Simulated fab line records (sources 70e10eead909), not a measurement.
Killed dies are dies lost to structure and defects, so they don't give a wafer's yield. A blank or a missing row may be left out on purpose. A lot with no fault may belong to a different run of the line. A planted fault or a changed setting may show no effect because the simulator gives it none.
Problem report, 8D (eight disciplines) form, completed by code + flow nand_harc + the parts of the form that need people (team, actions taken, sign-off) are left out

## 1. WHAT WENT WRONG
wafer_temp_C_max at NHARC_A_WL_FILL_RTA_01 reads a mean of 961.8 on 6 wafers of 2 lots; wafers without a fault read 1006.3 with a standard deviation of 1.8. That is -25 standard deviations from the usual mean.
The step: time 5 s.
First observed at day 18 11:09: wafer L433.1, on rtp_anneal-01. The record has a number at this step for 36 wafers belonging to 12 lots. Rule for "out", or "out of limits": more than 4 standard deviations from the usual mean. All remaining wafers that have a number are taken as sound.

## 2. WHAT THIS IS AND IS NOT
| question                    | is                                                                                                                                                      | is not                                                                                             |
|-----------------------------|---------------------------------------------------------------------------------------------------------------------------------------------------------|----------------------------------------------------------------------------------------------------|
| which readings at this step | wafer_temp_C_max, lamp_power_pct, lamp_zone_1_pct, lamp_zone_2_pct, lamp_zone_3_pct, lamp_zone_4_pct, lamp_zone_5_pct, lamp_zone_6_pct, lamp_zone_7_pct | -                                                                                                  |
| which lots                  | L432, L433                                                                                                                                              | L421, L422, L425, L426, L435, L437, L439, L441, L442, L444                                         |
| which wafers of those lots  | all that have a number                                                                                                                                  | -                                                                                                  |
| read on which tools         | rtp_anneal-01                                                                                                                                           | rtp_anneal-02                                                                                      |
| when                        | from day 18 11:09                                                                                                                                       | up to then (12 sound wafers); but 18 sound wafers of L435, L437, L439, L441, L442, L444 came after |

## 3. WHAT RULES OUT EACH SUSPECT
Counting: a tool at a process step up to the reading stays a suspect if it ran every lot that is out and no sound lot after the first of them.
- har_etch-01 at NHARC_A_SLIT_ETCH_26 (etches the open film in C4F8/O2/Ar, time 90 s, target depth 400 nm): ruled out as a lasting fault. After its first lot that is out, L433 (day 18 01:53), sound lots L435, L444 ran on it.
- rtp_anneal-01 at NHARC_A_WL_FILL_RTA_01 (time 5 s): kept. It ran every lot that is out, first L433 (day 18 11:09), and no sound lot after that; its last sound lot up to then is L426 (day 16 05:14). Its own lamp_power_pct, lamp_zone_1_pct, lamp_zone_2_pct, lamp_zone_3_pct, lamp_zone_4_pct, lamp_zone_5_pct, lamp_zone_6_pct, lamp_zone_7_pct, wafer_temp_C_max readings are out on those wafers.
Left after counting: rtp_anneal-01 at NHARC_A_WL_FILL_RTA_01.

## 4. THE CAUSE (what the simulator had put in)
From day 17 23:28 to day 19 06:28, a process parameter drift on rtp_anneal-01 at NHARC_A_WL_FILL_RTA_01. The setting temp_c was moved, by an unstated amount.
The count eliminated every tool but this one.

## 5. THE CHAIN OF EFFECTS, in route order
Each row: a reading whose mean over the struck wafers that have a number lies more than 3 standard deviations from the usual. Scope: only readings with a usual standard deviation given in the record; hours: median across lots of the time from each lot's start at the first step in this table that gives one to its start at this step; sigmas: change in usual standard deviations.
| hours | step                   | reading          | usual  | on struck wafers | change | sigmas |
|-------|------------------------|------------------|--------|------------------|--------|--------|
| 0     | NHARC_A_WL_FILL_RTA_01 | lamp_power_pct   | 33.4 % | 29.2             | -4.2   | -9.7   |
| 0     | NHARC_A_WL_FILL_RTA_01 | lamp_zone_1_pct  | 33.4 % | 29.2             | -4.2   | -9.8   |
| 0     | NHARC_A_WL_FILL_RTA_01 | lamp_zone_2_pct  | 33.4 % | 29.2             | -4.2   | -9.8   |
| 0     | NHARC_A_WL_FILL_RTA_01 | lamp_zone_3_pct  | 33.4 % | 29.2             | -4.2   | -9.8   |
| 0     | NHARC_A_WL_FILL_RTA_01 | lamp_zone_4_pct  | 33.4 % | 29.2             | -4.2   | -9.8   |
| 0     | NHARC_A_WL_FILL_RTA_01 | lamp_zone_5_pct  | 33.4 % | 29.2             | -4.2   | -9.7   |
| 0     | NHARC_A_WL_FILL_RTA_01 | lamp_zone_6_pct  | 33.4 % | 29.1             | -4.3   | -10    |
| 0     | NHARC_A_WL_FILL_RTA_01 | lamp_zone_7_pct  | 34.0 % | 29.8             | -4.2   | -9.6   |
| 0     | NHARC_A_WL_FILL_RTA_01 | wafer_temp_C_max | 1006.3 | 961.8            | -44.5  | -25    |
Process steps it contains:
- NHARC_A_WL_FILL_RTA_01: time 5 s.

## 6. HOW IT WOULD HAVE BEEN CAUGHT EARLIER
The fault began at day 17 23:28; the first out-of-limits reading in this record came at day 18 11:09, 12 hours later.
